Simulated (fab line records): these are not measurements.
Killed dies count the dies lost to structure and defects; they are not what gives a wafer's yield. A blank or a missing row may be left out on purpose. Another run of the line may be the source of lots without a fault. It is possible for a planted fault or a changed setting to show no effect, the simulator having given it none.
Which tool is to blame? ; flow n5_finfet ; 15 lots, 45 wafers sampled, at 3 steps of a route of 1938

== WHAT THE GAUGES SHOWED, per wafer ==
N5_ZERO_LAYER_INSPECT_20: inspects for defects (darkfield).
lot;measured;on;raw_defect_count
L785;day 1 13:35;defect_inspect-01;33 29 48
L786;day 1 19:15;defect_inspect-01;58 23 52
L787;day 2 01:15;defect_inspect-01;40 35 67
L789;day 2 14:26;defect_inspect-01;20 35 27
L790;day 2 19:20;defect_inspect-02;12 26 26
L791;day 3 01:23;defect_inspect-01;20 41 20
L793;day 3 13:25;defect_inspect-02;65 78 31
L798;day 4 19:34;defect_inspect-02;40 41 57
L799;day 5 01:23;defect_inspect-01;56 60 67
L800;day 5 07:23;defect_inspect-01;44 50 61
L804;day 6 07:23;defect_inspect-01;30 9 38
L805;day 6 13:29;defect_inspect-02;52 45 71
L806;day 6 19:38;defect_inspect-02;39 30 52
L807;day 7 01:23;defect_inspect-02;24 42 24
L808;day 7 07:15;defect_inspect-01;26 65 41

N5_PMOS_HMC_CHANNEL_EPI_OVL_MEAS_10.
lot;measured;on;PMOS_HMC_BLK_OVL (nm)
L785;day 1 17:45;overlay-02;-1.7 -1.0 -0.5
L786;day 1 23:05;overlay-02;0.0 0.0 -0.9
L787;day 2 05:13;overlay-02;-0.5 -1.6 -1.4
L789;day 2 18:36;overlay-02;-0.6 -1.0 -0.2
L790;day 2 23:20;overlay-02;0.8 0.0 -0.7
L791;day 3 05:20;overlay-01;1.6 0.1 0.3
L793;day 3 17:40;overlay-02;0.3 -1.1 0.5
L798;day 4 23:28;overlay-02;- - -
L799;day 5 05:13;overlay-02;- - -
L800;day 5 11:36;overlay-01;- - -
L804;day 6 11:38;overlay-01;-1.8 -0.8 -1.7
L805;day 6 17:59;overlay-01;0.5 -0.2 0.4
L806;day 6 23:38;overlay-01;-1.0 -0.7 -0.5
L807;day 7 05:27;overlay-02;-0.2 0.1 -0.1
L808;day 7 13:43;overlay-02;-1.2 -1.0 -0.6

== TOOL THAT RAN EACH LOT (tool first, then ch and the chambers of the sampled wafers, then the start) ==
lot;N5_PMOS_HMC_CHANNEL_EPI_DEVELOP_08
L785;litho_track-01 ch 0, day 1 17:39
L786;litho_track-04 ch 0, day 1 23:01
L787;litho_track-02 ch 0, day 2 05:08
L789;litho_track-04 ch 0, day 2 18:31
L790;litho_track-04 ch 0, day 2 23:16
L791;litho_track-02 ch 0, day 3 05:14
L793;litho_track-01 ch 0, day 3 17:35
L798;litho_track-01, day 4 23:23
L799;litho_track-01, day 5 05:08
L800;litho_track-02, day 5 11:31
L804;litho_track-01 ch 0, day 6 11:34
L805;litho_track-01 ch 0, day 6 17:54
L806;litho_track-02 ch 0, day 6 23:32
L807;litho_track-02 ch 0, day 7 05:22
L808;litho_track-02 ch 0, day 7 13:37
- N5_PMOS_HMC_CHANNEL_EPI_DEVELOP_08: develop time 30 s.

== WHAT THE TOOLS THEMSELVES READ (means of the sampled wafers that have a number; where no wafer has one, the mark that the record gives instead) ==
N5_PMOS_HMC_CHANNEL_EPI_DEVELOP_08.
lot;tool;chill_plate_temp_C (C)
L785;litho_track-01;22.93
L786;litho_track-04;22.88
L787;litho_track-02;23.05
L789;litho_track-04;22.91
L790;litho_track-04;22.93
L791;litho_track-02;23.00
L793;litho_track-01;23.11
L798;litho_track-01;-
L799;litho_track-01;-
L800;litho_track-02;-
L804;litho_track-01;23.09
L805;litho_track-01;23.01
L806;litho_track-02;23.10
L807;litho_track-02;23.12
L808;litho_track-02;23.01

== THE ANSWER, worked out from the rows above alone ==
Rule: the lots themselves supply what counts as usual. The widest of any qualifying gaps counts: lots, ordered by their means at a reading, are off when they make up no more than a third of the lots, leave a main group of 4 or more, and stand apart from it by 3 or more times the standard deviation of that group's means. A main group whose means are all the same, to the digits that the tables above print for the reading, isn't used. A lot without any number at a reading at which 4 lots or more have one is off too. Where the step has rows for the other lots, those lots are counted as sound. Order of review: gauges by route order, followed by the tools' own readings, for which a lot's mean as printed above is used. The first step at which some lot is off is used, and at that step the reading that is off furthest; a lot without a number counts as furthest.
Off: at N5_PMOS_HMC_CHANNEL_EPI_OVL_MEAS_10 (PMOS_HMC_BLK_OVL), L798, L799, L800. Without a number there: L798, L799, L800. Mean -0.5 nm and standard deviation 0.61 in the main group.
A tool fits if, at a process step before that reading, it ran every lot that is off, and no sound lot after the first of them. The gauges at N5_PMOS_HMC_CHANNEL_EPI_OVL_MEAS_10 aren't tried: what is off there is off at N5_PMOS_HMC_CHANNEL_EPI_DEVELOP_08 too, on other tools, and a gauge's error can't cause that. None of those tried fits.

== WHAT THE SIMULATOR PUT IN ==
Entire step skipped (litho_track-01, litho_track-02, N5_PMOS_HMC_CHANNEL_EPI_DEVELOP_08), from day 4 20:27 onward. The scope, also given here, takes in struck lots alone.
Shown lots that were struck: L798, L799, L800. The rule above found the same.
